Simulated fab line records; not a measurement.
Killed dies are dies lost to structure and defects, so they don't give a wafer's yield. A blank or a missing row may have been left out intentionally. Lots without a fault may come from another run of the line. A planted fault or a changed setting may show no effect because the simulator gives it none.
Lot-split experiment ; flow n5Finfet ; 39 wafers read across 7 lots, on a route 1938 steps long

== ON THE SPLIT ==
At N5_STI_FIN_REVEAL_ETCHBACK_08 (etches SiO2 in C4F6/O2, target depth 30.5 nm, time 10.167 s), the setting timeS was moved away from the recipe's 10.167 s on 12 of the 39 wafers read, by -50.2% to +50.6%. For the rest of the wafers, this setting stayed at what the recipe calls for.

== FROM THE SPLIT TO THE READING: what the file shows between them, 3 steps ==
- N5_STI_FIN_REVEAL_STRIP_24: strips in N2/H2, time 90 s
- N5_STI_FIN_REVEAL_PRECLEAN_25: cleans in SPM, time 90 s
- N5_STI_FIN_REVEAL_SRD_23: time 30 s

== THE READING ==
trenchDepthNm, in nm, at N5_STI_FIN_REVEAL_FIN_H_MEAS_10. Fault-free wafers of this fab line usually give 52.0 nm, standard deviation 0.86 nm.

wafer;tool, chamber at the split;timeS as run, s;against the recipe;trenchDepthNm, nm;against lot-mates on the recipe
L079.1;rieDiel-04, 1,3,3;5.065;-50.2%;37.2;-14.0
L079.2;rieDiel-04, 2,0,0;10.167;recipe;51.0;-
L079.3;rieDiel-04, 1,3,3;5.065;-50.2%;36.1;-15.1
L079.4;rieDiel-04, 2,0,0;10.167;recipe;51.4;-
L079.5;rieDiel-04, 1,3,3;5.065;-50.2%;36.9;-14.3
L079.6;rieDiel-04, 2,0,0;10.167;recipe;51.1;-
L085.1;rieDiel-04, 2,3,0;15.31;+50.6%;67.3;+14.6
L085.2;rieDiel-04, 2,3,0;15.31;+50.6%;68.4;+15.7
L085.3;rieDiel-04, 1,0,1;10.167;recipe;52.9;-
L085.4;rieDiel-04, 2,3,0;15.31;+50.6%;67.0;+14.3
L085.5;rieDiel-04, 1,0,1;10.167;recipe;52.1;-
L085.6;rieDiel-04, 1,0,1;10.167;recipe;53.0;-
L088.1;rieDiel-03, 1,2,0;12.28;+20.8%;57.7;+5.4
L088.2;rieDiel-03, 0,2,1;10.167;recipe;52.3;-
L088.3;rieDiel-03, 0,2,1;10.167;recipe;52.8;-
L088.4;rieDiel-03, 1,2,0;12.28;+20.8%;59.1;+6.8
L088.5;rieDiel-03, 0,2,1;10.167;recipe;51.9;-
L088.6;rieDiel-03, 1,2,0;12.28;+20.8%;59.8;+7.5
L089.1;rieDiel-06, 3,2,3;10.167;recipe;52.3;-
L089.2;rieDiel-06, 1,2,0;7.297;-28.2%;44.6;-7.9
L089.3;rieDiel-06, 1,2,0;7.297;-28.2%;44.0;-8.5
L089.4;rieDiel-06, 1,2,0;7.297;-28.2%;44.0;-8.5
L089.5;rieDiel-06, 3,2,3;10.167;recipe;52.5;-
L089.6;rieDiel-06, 3,2,3;10.167;recipe;52.6;-
L094.1;rieDiel-03, 3,1,0,2,2,1;10.167;recipe;53.8;-
L094.2;rieDiel-03, 3,1,0,2,2,1;10.167;recipe;52.5;-
L094.3;rieDiel-03, 3,1,0,2,2,1;10.167;recipe;52.8;-
L094.4;rieDiel-03, 3,1,0,2,2,1;10.167;recipe;53.3;-
L094.5;rieDiel-03, 3,1,0,2,2,1;10.167;recipe;53.8;-
L094.6;rieDiel-03, 3,1,0,2,2,1;10.167;recipe;52.9;-
L096.4;rieDiel-06, 0,0,1;10.167;recipe;51.4;-
L096.5;rieDiel-06, 0,0,1;10.167;recipe;50.7;-
L096.6;rieDiel-06, 0,0,1;10.167;recipe;51.6;-
L097.1;rieDiel-06, 2,3,0,1,1,2;10.167;recipe;50.5;-
L097.2;rieDiel-06, 2,3,0,1,1,2;10.167;recipe;50.3;-
L097.3;rieDiel-06, 2,3,0,1,1,2;10.167;recipe;50.5;-
L097.4;rieDiel-06, 2,3,0,1,1,2;10.167;recipe;51.7;-
L097.5;rieDiel-06, 2,3,0,1,1,2;10.167;recipe;51.1;-
L097.6;rieDiel-06, 2,3,0,1,1,2;10.167;recipe;50.6;-
When a row names more than one chamber, that row covers several wafers, and the file does not tell which wafer ran in which chamber.

THE FIT
A straight line over all 39 wafers: trenchDepthNm changes by +0.304 nm for each +1% of timeS; r = +0.99; the points scatter about the line by 0.97 nm.
The same after taking each lot's own level away (the mean of its wafers on the recipe; 39 wafers): +0.293 nm for each +1%; r = +1.00; scatter 0.5 nm.
That fit puts the effect of the largest move of timeS on the reading at 15 nm.
Across the lots, their own levels run from 50.78 to 53.18 nm, a range of 2.8 times the standard deviation given above.
So the lot-to-lot level changes the slope little: the two slopes agree.
Check: +14.9 nm against its lot-mates is what the line predicts for one of the wafers moved furthest among these (+50.6%) when that wafer is left out of the fit. Against them it came out at +14.6 nm.

== ADDITIONAL SPLITS CARRIED BY THESE WAFERS ==
Before the reading, these wafers also passed through other splits. Each is held against what the fit with the lots' levels taken away leaves over:
other split on the same wafers;wafers away from the commonest value;r with trenchDepthNm (lot level and that fit taken away)
N5_FIN_SAQP_ETCH_65 timeS;12;-0.11

== FILE'S OWN FIT ==
trenchDepthNm changes by +0.293 nm for each +1% of timeS, r = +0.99.
